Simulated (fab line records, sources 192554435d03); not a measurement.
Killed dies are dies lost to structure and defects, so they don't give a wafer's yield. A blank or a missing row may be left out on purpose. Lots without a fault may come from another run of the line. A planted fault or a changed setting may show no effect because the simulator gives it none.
Chamber matching | flow n5_finfet | N5_GATE_CUT_PECVD_57 on pecvd-02: 3 sister chambers
The step deposits SiNx from SiH4/NH3/N2, target thk 21 nm. 3 wafers are shown with their chamber, then 7 later ones without.

WAFERS WITH THEIR CHAMBER
wafer  | chamber | throttle_valve_pct (%)
L085.5 | 2       | 38.8
L089.1 | 0       | 41.7
L089.5 | 1       | 42.9

WAFERS WITHOUT THEIR CHAMBER
wafer  | throttle_valve_pct (%)
L089.6 | 42.0
L090.3 | 41.9
L090.4 | 41.8
L090.5 | 39.0
L097.3 | 41.8
L097.4 | 43.1
L097.5 | 43.2

WHICH CHAMBER EACH WENT THROUGH
wafer  | from the rows above | in truth
L089.6 | 0                   | 0
L090.3 | 0                   | 0
L090.4 | 0                   | 0
L090.5 | 2                   | 2
L097.3 | 0                   | 0
L097.4 | 1                   | 1
L097.5 | 1                   | 1
Placed correctly: 7 of 7. Can't be placed from these rows: 0. Placed wrongly: 0.
How it was worked out, from the rows above alone: a wafer's distance from a chamber is the root of the sum, over the readings, of the square of ((its reading less the chamber's mean) divided by the reading's scatter). The wafer belongs to the nearest chamber; if the next one is less than 2 further off, it can't be placed. A chamber's mean is the mean of its shown wafers. The scatter: with one shown wafer a chamber, the root of the mean of the squares of how far each hidden wafer lies from its nearest shown one.
